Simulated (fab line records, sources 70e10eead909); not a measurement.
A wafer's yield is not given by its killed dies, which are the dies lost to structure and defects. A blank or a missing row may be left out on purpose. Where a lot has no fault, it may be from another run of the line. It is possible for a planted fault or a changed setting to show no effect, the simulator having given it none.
fab line records ; flow nand_harc
record lots=15; wafers=45; last_day=24
route steps=1159 shown A_BLC@978 A_M0@1001
lots that met no fault: taken from a fault-free run of the same line
start_h: hours from the record's first day to the start of the lot's first wafer shown ; wait_h: hours since the lot's step before ; " as in the row above ; L1.1+2: several wafers, shown together as one row ; - either no value or no given start ; * or withheld: withheld ; < > ~ a bound
route shown NAME@n: a module of which the file shows steps, and the number in the route of the first ; usual: mean/standard deviation taken from wafers without a fault ; same: alike in all rows ; chamber/n: place in a boat ; sites: each site's reading ; _std_site: their standard deviation ; _edge_site: mean of outer sites minus mean of inner sites ; radius_mm: how far each site lies from the wafer's centre ; mask NAME#n: copy n ; behind: tool/chamber where the wafer was last shaped ; hold: why the lot was held/for how many hours/how that ended ; device: the n, p or np transistor that did not switch ; end of line: tests run on the same wafers once the route is complete ; a step without rows: its recipe alone ; killed: count of dies lost to structure and defects at first sort (not the wafer's yield) ; map: a wafer's dies, marking killed ones x, the rest . and places with no die _
set.NAME: the setting the step ran with; set.NAME@STEP: the setting that earlier step ran with ; model.NAME: the simulator's own value behind a step, which no gauge read
a sample of lots followed through the steps of the route, with each step as a table and each wafer as a row
services: from which hour (start_h, from the record's first day; less than 0 if before it) a tool's chamber was out of use, for how many hours, and why
## steps
# step NHARC_A_BLC_ETCH_16
# recipe target_depth_a=390; over_etch_frac=0.3; time_s=65; ion_energy_ev=80; cf4_flow_sccm=150; ar_flow_sccm=0; rf_w=300; bias_w=100; chemistry=CF4
# usual drypump_motor_current_A=5.7/0.43; oes_product_au=1.001/0.0075; rf_vpp_V=151.3/1.3; showerhead_plenum_p_Torr=1.78/0.077; throttle_valve_pct=13.284/0.0096
lot.wafer;tool;chamber;start_h;wait_h;drypump_motor_current_A;oes_product_au;rf_hours_counter_h;rf_vpp_V;showerhead_plenum_p_Torr;throttle_valve_pct
L127.2;rie_diel-12;1;397.78;0.1;5.6;1.007;1;152.4;1.85;13.276
L127.4;rie_diel-12;3;397.78;0.1;4.9;0.998;1;151.6;1.76;13.304
L127.6;rie_diel-12;0;397.78;0.1;5.7;1.012;-;152.2;1.82;13.297
L128.2;rie_diel-01;0;398.32;0.1;5.4;0.994;8;151.0;1.75;13.283
L128.1;rie_diel-01;2;398.32;0.1;6.1;0.996;8;152.0;1.86;13.284
L128.6;rie_diel-01;0;398.32;0.1;5.4;0.994;-;150.9;1.75;13.288
L129.1;rie_diel-01;2;401.56;0.1;6.2;0.988;9;152.0;1.86;13.272
L129.2;rie_diel-01;1;401.56;0.1;6.2;1.005;9;152.5;1.89;13.289
L129.5;rie_diel-01;2;401.56;0.1;6.2;0.992;-;152.0;1.86;13.289
L131.1;rie_diel-01;1;408.57;0.1;6.2;0.991;9;152.7;1.89;13.286
L131.3;rie_diel-01;0;408.57;0.1;5.4;1.008;9;151.0;1.75;13.304
L131.6;rie_diel-01;2;408.57;0.1;6.1;0.996;-;151.9;1.86;13.266
L136.3;rie_diel-12;3;447.86;0.1;4.8;1.000;6;151.8;1.76;13.279
L136.5;rie_diel-12;2;447.86;0.1;6.0;1.000;-;151.2;1.70;13.275
L136.6;rie_diel-12;3;447.86;0.1;4.8;1.013;-;151.4;1.76;13.284
L139.4;rie_diel-12;0;455.80;0.1;5.7;1.003;6;152.5;1.82;13.281
L139.1;rie_diel-12;1;455.80;0.1;5.6;1.003;7;150.6;1.84;13.304
L139.5;rie_diel-12;1;455.80;0.1;5.6;1.011;-;151.8;1.84;13.295
L140.4;rie_diel-01;3;462.00;0.1;5.6;1.003;15;150.3;1.68;13.274
L140.2;rie_diel-01;1;462.00;0.1;6.2;1.011;15;152.9;1.88;13.296
L140.5;rie_diel-01;3;462.00;0.1;5.6;1.010;-;149.9;1.68;13.291
L141.4;rie_diel-01;3;480.40;0.1;5.6;1.007;17;150.2;1.68;13.298
L141.1;rie_diel-01;2;480.40;0.1;6.1;0.991;18;152.7;1.86;13.286
L141.5;rie_diel-01;3;480.40;0.1;5.6;1.001;-;149.2;1.68;13.286
L142.1;rie_diel-01;1;489.78;0.1;6.2;1.006;18;152.8;1.88;13.280
L142.3;rie_diel-01;3;489.78;0.1;5.6;1.004;17;149.3;1.68;13.299
L142.5;rie_diel-01;1;489.78;0.1;6.2;1.003;-;151.9;1.88;13.271
L144.3;rie_diel-02;2;497.08;0.1;5.4;1.003;54;149.6;1.65;13.272
L144.2;rie_diel-02;3;497.08;0.1;5.0;0.994;51;150.2;1.68;13.276
L144.6;rie_diel-02;1;497.08;0.1;5.4;1.016;-;147.6;1.65;13.290
L146.3;rie_diel-01;2;518.16;0.1;6.2;0.985;0;152.3;1.86;13.296
L146.2;rie_diel-01;3;518.16;0.1;5.6;0.997;1;149.1;1.68;13.285
L146.4;rie_diel-01;0;518.16;0.1;5.4;0.986;0;151.2;1.75;13.269
L147.2;rie_diel-01;3;521.44;0.1;5.6;1.013;1;150.0;1.68;13.289
L147.1;rie_diel-01;1;521.44;0.1;6.2;0.998;1;152.2;1.88;13.280
L147.3;rie_diel-01;2;521.44;0.1;6.2;0.994;1;152.2;1.86;13.278
L145.3;rie_diel-12;3;528.03;0.1;4.8;1.003;13;151.5;1.76;13.296
L145.4;rie_diel-12;0;528.03;0.1;5.7;1.011;12;152.1;1.81;13.291
L145.1;rie_diel-12;1;528.03;0.1;5.6;1.005;14;153.2;1.84;13.281
L148.2;rie_diel-01;0;529.65;0.1;5.4;0.997;2;152.2;1.75;13.257
L148.6;rie_diel-01;2;529.65;0.1;6.2;0.997;-;152.8;1.86;13.293
L148.5;rie_diel-01;3;529.65;0.1;5.6;1.005;-;150.3;1.68;13.268
L149.3;rie_diel-12;3;537.03;0.1;4.8;0.990;14;150.7;1.76;13.275
L149.1;rie_diel-12;1;537.03;0.1;5.6;1.004;15;151.0;1.84;13.292
L149.5;rie_diel-12;3;537.03;0.1;4.9;1.009;-;150.8;1.76;13.291
# step NHARC_A_BLC_CVD_24
# recipe target_thk_a=1500; temp_c=300; pressure_torr=40; wf6_flow_sccm=40; h2_flow_sccm=1600; ar_flow_sccm=1560; time_s=434; material=W
# usual heater_power_w=467/24; throttle_valve_pct=7.96/0.24
lot.wafer;tool;chamber;start_h;wait_h;heater_power_w;throttle_valve_pct
L127.2;cvd_w-02;0;-;-;439;7.69
L127.4;cvd_w-02;0;-;-;447;7.68
L127.6;cvd_w-02;0;-;-;440;7.93
L128.2;cvd_w-02;0;-;-;441;7.58
L128.1;cvd_w-02;1;-;-;438;7.65
L128.6;cvd_w-02;1;-;-;437;7.79
L129.1;cvd_w-02;1;-;-;441;8.08
L129.2;cvd_w-02;0;-;-;426;7.82
L129.5;cvd_w-02;1;-;-;433;7.40
L131.1;cvd_w-02;0;-;-;448;7.50
L131.3;cvd_w-02;0;-;-;443;7.41
L131.6;cvd_w-02;1;-;-;441;7.81
L136.3;cvd_w-01;1;-;-;487;8.04
L136.6;cvd_w-01;1;-;-;484;7.95
L136.5;cvd_w-01;0;-;-;500;8.31
L139.1;cvd_w-01;0;-;-;495;8.15
L139.4;cvd_w-01;1;-;-;478;8.02
L139.5;cvd_w-01;0;-;-;506;8.18
L140.2;cvd_w-01;0;-;-;483;8.15
L140.4;cvd_w-01;0;-;-;500;8.07
L140.5;cvd_w-01;1;-;-;482;7.98
L141.1;cvd_w-02;1;-;-;434;7.82
L141.4;cvd_w-02;1;-;-;443;7.84
L141.5;cvd_w-02;1;-;-;432;7.92
L142.1;cvd_w-01;1;-;-;469;8.22
L142.3;cvd_w-01;1;-;-;458;8.24
L142.5;cvd_w-01;1;-;-;462;8.09
L144.2;cvd_w-02;1;-;-;426;7.77
L144.3;cvd_w-02;0;-;-;437;7.98
L144.6;cvd_w-02;0;-;-;430;8.01
L146.2;cvd_w-01;1;-;-;461;8.08
L146.4;cvd_w-01;0;-;-;477;7.92
L146.3;cvd_w-01;1;-;-;469;8.34
L147.2;cvd_w-01;1;-;-;467;8.23
L147.1;cvd_w-01;0;-;-;477;8.10
L147.3;cvd_w-01;0;-;-;478;7.89
L145.1;cvd_w-01;0;-;-;477;8.04
L145.3;cvd_w-01;0;-;-;465;7.89
L145.4;cvd_w-01;0;-;-;494;8.07
L148.2;cvd_w-01;0;-;-;472;8.37
L148.5;cvd_w-01;0;-;-;473;8.25
L148.6;cvd_w-01;0;-;-;493;8.20
L149.1;cvd_w-01;0;-;-;476;8.41
L149.3;cvd_w-01;0;-;-;482;8.12
L149.5;cvd_w-01;0;-;-;490;8.28
# step NHARC_A_M0_EXPOSE_06
# recipe na=1.35; target_cd_nm=80; dose_mj=83.25; mask_id=A_M0
# usual exposure_dose_mJ_cm2=83.23/0.082
lot.wafer;tool;chamber;start_h;wait_h;mask;exposure_dose_mJ_cm2
L127.2;arfi_scanner-03;0;402.06;-;A_M0#0;83.37
L127.4;arfi_scanner-03;0;402.06;-;A_M0#0;83.23
L127.6;arfi_scanner-03;0;402.06;-;A_M0#0;83.25
L128.1;arfi_scanner-02;0;402.50;-;A_M0#0;83.07
L128.2;arfi_scanner-02;0;402.50;-;A_M0#0;83.10
L128.6;arfi_scanner-02;0;402.50;-;A_M0#0;83.13
L129.1;arfi_scanner-01;0;407.75;-;A_M0#0;83.27
L129.2;arfi_scanner-01;0;407.75;-;A_M0#0;83.30
L129.5;arfi_scanner-01;0;407.75;-;A_M0#0;83.16
L131.1;arfi_scanner-01;0;412.51;-;A_M0#0;83.27
L131.3;arfi_scanner-01;0;412.51;-;A_M0#0;83.26
L131.6;arfi_scanner-01;0;412.51;-;A_M0#0;83.23
L136.3;arfi_scanner-02;0;455.15;-;A_M0#0;116.99
L136.5;arfi_scanner-02;0;455.15;-;A_M0#0;116.98
L136.6;arfi_scanner-02;0;455.15;-;A_M0#0;116.99
L139.1;arfi_scanner-02;0;461.80;-;A_M0#0;110.14
L139.4;arfi_scanner-02;0;461.80;-;A_M0#0;110.18
L139.5;arfi_scanner-02;0;461.80;-;A_M0#0;110.12
L140.2;arfi_scanner-02;0;467.15;-;A_M0#0;108.71
L140.4;arfi_scanner-02;0;467.15;-;A_M0#0;108.67
L140.5;arfi_scanner-02;0;467.15;-;A_M0#0;108.57
L141.1;arfi_scanner-03;0;494.44;-;A_M0#0;83.07
L141.4;arfi_scanner-03;0;494.44;-;A_M0#0;83.25
L141.5;arfi_scanner-03;0;494.44;-;A_M0#0;83.18
L142.1;arfi_scanner-01;0;497.29;-;A_M0#0;83.32
L142.3;arfi_scanner-01;0;497.29;-;A_M0#0;83.31
L142.5;arfi_scanner-01;0;497.29;-;A_M0#0;83.12
L144.2;arfi_scanner-03;0;505.15;-;A_M0#0;83.20
L144.3;arfi_scanner-03;0;505.15;-;A_M0#0;83.02
L144.6;arfi_scanner-03;0;505.15;-;A_M0#0;83.11
L146.2;arfi_scanner-01;0;522.24;-;A_M0#0;83.12
L146.3;arfi_scanner-01;0;522.24;-;A_M0#0;83.17
L146.4;arfi_scanner-01;0;522.24;-;A_M0#0;83.38
L147.1;arfi_scanner-01;0;527.17;-;A_M0#0;83.27
L147.2;arfi_scanner-01;0;527.17;-;A_M0#0;83.31
L147.3;arfi_scanner-01;0;527.17;-;A_M0#0;83.31
L145.1;arfi_scanner-03;0;534.67;-;A_M0#0;83.31
L145.3;arfi_scanner-03;0;534.67;-;A_M0#0;83.12
L145.4;arfi_scanner-03;0;534.67;-;A_M0#0;83.32
L148.2;arfi_scanner-01;0;536.63;-;A_M0#0;83.20
L148.5;arfi_scanner-01;0;536.63;-;A_M0#0;83.27
L148.6;arfi_scanner-01;0;536.63;-;A_M0#0;83.28
L149.1;arfi_scanner-03;0;541.09;-;A_M0#0;83.12
L149.3;arfi_scanner-03;0;541.09;-;A_M0#0;83.21
L149.5;arfi_scanner-03;0;541.09;-;A_M0#0;83.15
# step NHARC_A_M0_CD_MEAS_09
# recipe target_cd_nm=80; landing_energy_ev=500
# usual cd_nm=80.0/0.6
lot.wafer;tool;chamber;start_h;wait_h;cd_nm
L127.2;cd_sem-03;0;402.20;-;80.6
L127.4;cd_sem-03;0;402.20;-;80.0
L127.6;cd_sem-03;0;402.20;-;80.0
L128.1;cd_sem-02;0;402.64;-;79.7
L128.2;cd_sem-02;0;402.64;-;79.3
L128.6;cd_sem-02;0;402.64;-;79.8
L129.1;cd_sem-01;0;407.89;-;79.9
L129.2;cd_sem-01;0;407.89;-;80.3
L129.5;cd_sem-01;0;407.89;-;79.1
L131.1;cd_sem-03;0;412.65;-;80.3
L131.3;cd_sem-03;0;412.65;-;80.6
L131.6;cd_sem-03;0;412.65;-;80.0
L136.3;cd_sem-01;0;455.29;-;101.2
L136.5;cd_sem-01;0;455.29;-;101.5
L136.6;cd_sem-01;0;455.29;-;100.8
L139.1;cd_sem-01;0;461.94;-;98.8
L139.4;cd_sem-01;0;461.94;-;98.0
L139.5;cd_sem-01;0;461.94;-;98.0
L140.2;cd_sem-02;0;467.29;-;97.4
L140.4;cd_sem-02;0;467.29;-;96.9
L140.5;cd_sem-02;0;467.29;-;97.5
L141.1;cd_sem-03;0;494.58;-;80.1
L141.4;cd_sem-03;0;494.58;-;80.5
L141.5;cd_sem-03;0;494.58;-;79.5
L142.1;cd_sem-01;0;497.43;-;79.4
L142.3;cd_sem-01;0;497.43;-;78.9
L142.5;cd_sem-01;0;497.43;-;79.0
L144.2;cd_sem-03;0;505.29;-;80.5
L144.3;cd_sem-03;0;505.29;-;80.6
L144.6;cd_sem-03;0;505.29;-;81.5
L146.2;cd_sem-03;0;522.38;-;80.5
L146.3;cd_sem-03;0;522.38;-;80.8
L146.4;cd_sem-03;0;522.38;-;80.4
L147.1;cd_sem-02;0;527.31;-;79.0
L147.2;cd_sem-02;0;527.31;-;79.1
L147.3;cd_sem-02;0;527.31;-;79.4
L145.1;cd_sem-02;0;534.81;-;79.8
L145.3;cd_sem-02;0;534.81;-;80.5
L145.4;cd_sem-02;0;534.81;-;79.7
L148.2;cd_sem-02;0;536.77;-;80.6
L148.5;cd_sem-02;0;536.77;-;80.1
L148.6;cd_sem-02;0;536.77;-;80.2
L149.1;cd_sem-03;0;541.23;-;79.9
L149.3;cd_sem-03;0;541.23;-;80.2
L149.5;cd_sem-03;0;541.23;-;79.3
# step NHARC_A_M0_ETCH_15
# recipe target_depth_a=1500; overetch_a=150; time_s=82.5; c4f8_flow_sccm=withheld; ar_flow_sccm=400; rf_w=600; bias_w=300; chemistry=C4F8/Ar
# usual oes_product_au=0.943/0.023; rf_vpp_V=440.9/2.2
lot.wafer;tool;chamber;start_h;wait_h;oes_product_au;rf_hours_counter_h;rf_vpp_V
L127.4;rie_diel-08;1;-;-;0.917;6;441.8
L127.2;rie_diel-08;3;-;-;0.935;6;438.6
L127.6;rie_diel-08;2;-;-;0.928;-;444.8
L128.2;rie_diel-08;0;-;-;0.980;6;440.5
L128.1;rie_diel-08;3;-;-;0.971;6;440.3
L128.6;rie_diel-08;1;-;-;0.977;-;441.6
L129.1;rie_diel-04;1;-;-;0.932;8;441.9
L129.2;rie_diel-04;3;-;-;0.930;8;439.6
L129.5;rie_diel-04;1;-;-;0.930;-;441.2
L131.3;rie_diel-05;3;-;-;0.950;3;440.3
L131.1;rie_diel-05;2;-;-;0.953;4;439.3
L131.6;rie_diel-05;3;-;-;0.950;-;442.3
L136.3;rie_diel-05;1;-;-;0.905;7;439.1
L136.5;rie_diel-05;0;-;-;0.918;-;440.3
L136.6;rie_diel-05;1;-;-;0.918;-;438.4
L139.4;rie_diel-08;0;-;-;0.919;11;440.7
L139.1;rie_diel-08;1;-;-;0.933;10;442.6
L139.5;rie_diel-08;2;-;-;0.920;-;445.3
L140.4;rie_diel-08;1;-;-;0.925;11;440.2
L140.2;rie_diel-08;0;-;-;0.938;11;439.5
L140.5;rie_diel-08;1;-;-;0.934;-;441.5
L141.4;rie_diel-04;3;-;-;0.973;2;440.0
L141.1;rie_diel-04;2;-;-;0.966;2;442.5
L141.5;rie_diel-04;3;-;-;0.986;-;440.0
L142.3;rie_diel-05;1;-;-;0.918;12;437.9
L142.1;rie_diel-05;2;-;-;0.931;11;439.1
L142.5;rie_diel-05;0;-;-;0.918;-;443.1
L144.2;rie_diel-05;3;-;-;0.921;10;440.0
L144.3;rie_diel-05;0;-;-;0.920;11;442.1
L144.6;rie_diel-05;0;-;-;0.912;-;442.0
L146.3;rie_diel-04;0;-;-;0.981;3;440.6
L146.4;rie_diel-04;2;-;-;0.982;4;441.3
L146.2;rie_diel-04;3;-;-;0.981;3;439.7
L147.2;rie_diel-05;3;-;-;0.956;0;442.2
L147.3;rie_diel-05;0;-;-;0.979;0;441.0
L147.1;rie_diel-05;1;-;-;0.979;0;439.5
L145.4;rie_diel-05;1;-;-;0.966;0;438.4
L145.1;rie_diel-05;2;-;-;0.971;0;437.9
L145.3;rie_diel-05;3;-;-;0.978;1;441.0
L148.2;rie_diel-08;0;-;-;0.928;3;438.2
L148.5;rie_diel-08;0;-;-;0.930;-;440.3
L148.6;rie_diel-08;3;-;-;0.939;-;437.5
L149.3;rie_diel-08;2;-;-;0.955;3;446.2
L149.1;rie_diel-08;3;-;-;0.962;3;438.0
L149.5;rie_diel-08;0;-;-;0.954;-;439.8
## services
tool;chamber;start_h;hours;kind
rie_diel-12;-;379.43;9.0;pm
cvd_w-02;-;382.82;13.0;pm
arfi_scanner-02;-;383.14;2.7;repair
arfi_scanner-01;-;383.59;1.3;repair
rie_diel-05;2;389.94;2.4;repair
arfi_scanner-01;-;400.11;2.2;repair
rie_diel-01;-;405.94;2.3;repair
rie_diel-08;0;418.30;7.6;repair
arfi_scanner-01;-;419.02;2.9;repair
rie_diel-08;3;429.89;6.7;repair
arfi_scanner-03;-;451.99;0.2;repair
arfi_scanner-03;-;470.75;5.2;repair
cvd_w-01;-;478.24;13.0;pm
rie_diel-08;-;478.80;9.0;pm
arfi_scanner-03;-;484.00;4.0;pm
rie_diel-08;0;493.91;5.7;repair
rie_diel-01;-;500.10;9.0;pm
rie_diel-12;2;515.41;1.7;repair
rie_diel-05;-;517.96;9.0;pm
rie_diel-08;1;522.87;20.4;repair
arfi_scanner-01;-;529.67;0.6;repair
cvd_w-01;1;530.16;14.8;repair
rie_diel-01;1;538.93;6.6;repair
arfi_scanner-01;-;540.00;4.0;pm
## key
first_sign step=NHARC_A_M0_EXPOSE_06; reading=exposure_dose_mJ_cm2; direction=up; sigmas=99+; usual=83.23; struck=111.93
effect step=NHARC_A_M0_CD_MEAS_09; reading=cd_nm; direction=up; sigmas=32; usual=80.0; struck=98.9; through=control_loop
met_at NHARC_A_M0_EXPOSE_06
struck_lots L136,L139,L140
later_rows_left_out L136.3,L136.5,L136.6,L139.1,L139.4,L139.5,L140.2,L140.4,L140.5
sort_left_out L136.3,L136.5,L136.6,L139.1,L139.4,L139.5,L140.2,L140.4,L140.5
loop_trim step=NHARC_A_M0_EXPOSE_06; setting=dose; lots=L139,L140
not_acting_at NHARC_A_BLC_ETCH_16,NHARC_A_BLC_CVD_24,NHARC_A_M0_ETCH_15
onset_between 402.50 455.15
fault kind=process_parameter_drift; tool=arfi_scanner-02; chamber=-; onset_h=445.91; steps=NHARC_A_M0_EXPOSE_06; channel=dose_mj; offset=33.731; shape=step; acts_in=these_recipes_only; stated=83.25
# sort_left_out: the simulated sort isn't trusted on such a fault, so these wafers' sort isn't shown, and their yield isn't known
# later_rows_left_out: the simulator's readings of these wafers behind a module that went badly wrong aren't trusted and aren't shown, but for the sort
# loop_trim: a control loop set the setting to another value than it would have without faults
